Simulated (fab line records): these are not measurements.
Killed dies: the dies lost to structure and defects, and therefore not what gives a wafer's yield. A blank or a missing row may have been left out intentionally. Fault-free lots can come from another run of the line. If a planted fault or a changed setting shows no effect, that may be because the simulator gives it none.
Which of the tools did it?	flow nand harc	11 lots with 33 wafers sampled at 6 steps, on a route of 1159 steps

WHAT EACH GAUGE READ, for each wafer
NHARC_P_M1_INSPECT_27.
lot	measured	on	raw defect count
L186	day 6 03:02	defect inspect-01	198 244 218
L187	day 6 16:50	defect inspect-01	761 339 473
L189	day 6 18:53	defect inspect-02	271 264 337
L188	day 6 19:02	defect inspect-01	466 527 605
L198	day 9 09:31	defect inspect-01	169 369 215
L197	day 9 10:59	defect inspect-02	97 262 199
L202	day 10 09:42	defect inspect-01	188 266 236
L206	day 10 19:53	defect inspect-01	220 435 379
L205	day 10 21:33	defect inspect-02	226 133 204
L209	day 11 22:05	defect inspect-01	375 465 487
L208	day 11 22:45	defect inspect-01	345 203 284

NHARC_P_M2_INSPECT_11.
lot	measured	on	raw defect count
L186	day 6 04:32	defect inspect-02	1 4 2
L187	day 6 18:29	defect inspect-02	5 4 4
L189	day 6 20:25	defect inspect-01	5 6 5
L188	day 6 20:26	defect inspect-02	2 2 4
L198	day 9 11:04	defect inspect-02	647 667 694 631 632 682
L197	day 9 12:31	defect inspect-02	637 682 654 632 677 667
L202	day 10 11:14	defect inspect-02	5 2 4
L206	day 10 21:26	defect inspect-02	4 10 2
L205	day 10 23:05	defect inspect-02	2 4 1
L209	day 11 23:30	defect inspect-01	2 2 4
L208	day 12 00:17	defect inspect-01	7 13 10

NHARC_END_SORT_01.
lot	measured	on	defect limited yield (%)	killed at array	killed at other	killed at periphery	killed dies	killed open	killed short	sort_bin_2_pct (%)	sort_bin_3_pct (%)	sort_bin_4_pct (%)	sort n pass	sort rim yield pct (%)	sort yield pct (%)
L209	day 25 03:33	prober-02	96.2 94.5 93.1	23 33 43	0 0 0	3 4 4	26 37 47	3 6 8	2 2 2	1.5 1.2 1.5	0.15 0.59 0.44	2.2 3.7 5.0	651 640 630	93.4 96.2 95.3	96.2 94.5 93.1

WHAT TOOL EACH LOT RAN ON (gives the tool, then ch and the chambers of the sampled wafers, and finally the start)
lot	NHARC_P_M2_DEP_00	NHARC_P_M2_DESCUM_14	NHARC_P_M2_ETCH_35
L186	pecvd-02 ch 0,1,2, day 6 03:37	rie diel-03 ch 1,2, day 6 04:35	rie diel-03 ch 1,3, day 6 04:41
L187	pecvd-01 ch 0,1, day 6 17:28	rie diel-11 ch 0,1,2, day 6 18:33	rie diel-11 ch 0,1,3, day 6 18:38
L189	pecvd-02 ch 1,2, day 6 19:25	rie diel-03 ch 0,1,2, day 6 20:29	rie diel-03 ch 0,1,3, day 6 20:34
L188	pecvd-03 ch 1,2, day 6 19:35	rie diel-03 ch 0,1,3, day 6 20:31	rie diel-03 ch 2,3, day 6 20:36
L198	pecvd-03 ch 0,1,2, day 9 10:05	-	-
L197	pecvd-03 ch 0,1,2, day 9 11:32	-	-
L202	pecvd-02 ch 1,2, day 10 10:19	rie diel-03 ch 1,2, day 10 11:17	rie diel-03 ch 0,1,2, day 10 11:23
L206	pecvd-01 ch 0,1,2, day 10 20:35	rie diel-11 ch 0,2,3, day 10 21:30	rie diel-11 ch 0,1,3, day 10 21:35
L205	pecvd-02 ch 0,1,2, day 10 22:07	rie diel-03 ch 0,1,3, day 10 23:09	rie diel-03 ch 0,1,3, day 10 23:14
L209	pecvd-03 ch 1,2, day 11 22:40	rie diel-03 ch 0,1,2, day 11 23:34	rie diel-03 ch 1,2,3, day 11 23:39
L208	pecvd-03 ch 0,1, day 11 23:19	rie diel-03 ch 0,1,2, day 12 00:20	rie diel-03 ch 0,1,3, day 12 00:25
- NHARC_P_M2_DEP_00: deposits SiOC, target thk 182.5 nm.
- NHARC_P_M2_DESCUM_14: chemistry O2, time 3 s.
- NHARC_P_M2_ETCH_35: etches the open film in N2/H2, target depth 40 nm, overetch 12 nm, time 43.94 s.

WHAT THE TOOLS THEMSELVES READ (means of the sampled wafers that have a number; where no wafer has one, the mark that the record gives instead)
NHARC_P_M2_DESCUM_14.
lot	tool	drypump motor current A (A)	o2 flow sccm (sccm)	oes product au (a.u.)	rf vpp V (V)	showerhead plenum p Torr (Torr)	throttle valve pct (%)
L186	rie diel-03	5.5	200.0	0.993	58.4	1.98	11.304
L187	rie diel-11	5.8	200.0	0.997	56.9	1.95	11.315
L189	rie diel-03	5.6	199.3	0.984	57.6	1.93	11.321
L188	rie diel-03	5.6	200.8	1.003	57.3	1.96	11.319
L202	rie diel-03	5.3	199.8	0.994	58.2	1.99	11.316
L206	rie diel-11	5.7	200.1	1.002	57.4	1.92	11.314
L205	rie diel-03	5.6	199.6	0.999	58.0	1.96	11.314
L209	rie diel-03	5.5	200.4	0.994	58.0	1.93	11.308
L208	rie diel-03	5.5	200.2	0.999	57.8	1.93	11.312

NHARC_P_M2_ETCH_35.
lot	tool	drypump motor current A (A)	oes product au (a.u.)	rf vpp V (V)	showerhead plenum p Torr (Torr)	throttle valve pct (%)
L186	rie diel-03	5.3	1.001	434.6	2.16	14.173
L187	rie diel-11	6.3	0.995	431.6	2.08	14.175
L189	rie diel-03	5.6	0.998	431.9	2.09	14.170
L188	rie diel-03	5.7	0.986	432.6	2.13	14.169
L202	rie diel-03	5.5	0.996	431.0	2.06	14.182
L206	rie diel-11	6.3	0.987	431.2	2.08	14.178
L205	rie diel-03	5.6	0.993	432.5	2.09	14.168
L209	rie diel-03	5.5	1.000	433.5	2.14	14.174
L208	rie diel-03	5.6	0.999	431.6	2.09	14.170

THE ANSWER, worked out from the rows above alone
Rule: the lots themselves supply what counts as usual. Put in order of their means at a reading, lots are off if they are a third of the lots or fewer, leave a main group of 4 or more, and stand apart from it by a gap of 3 or more times the standard deviation of the main group's means; of several such gaps the widest counts. Not used: any main group whose means are identical at the precision the tables above print for the reading. A lot without any number at a reading at which 4 lots or more have one is off too. All remaining lots with rows at the step are treated as sound. Order of review: gauges by route order, followed by the tools' own readings, for which a lot's mean as printed above is used. At the first step where some lot is off, the reading lying furthest off is the one used; lots without a number count as furthest.
Off: L198, L197, at NHARC_P_M2_INSPECT_11 (raw defect count). Main group: mean 4.3, sd 2.3.
A tool fits if, at a process step before that reading, it ran every lot that is off, and no sound lot after the first of them. Those tools and the gauges at NHARC_P_M2_INSPECT_11 are tried in the same way. None of those tried fits.

WHAT WAS PUT IN BY THE SIMULATOR
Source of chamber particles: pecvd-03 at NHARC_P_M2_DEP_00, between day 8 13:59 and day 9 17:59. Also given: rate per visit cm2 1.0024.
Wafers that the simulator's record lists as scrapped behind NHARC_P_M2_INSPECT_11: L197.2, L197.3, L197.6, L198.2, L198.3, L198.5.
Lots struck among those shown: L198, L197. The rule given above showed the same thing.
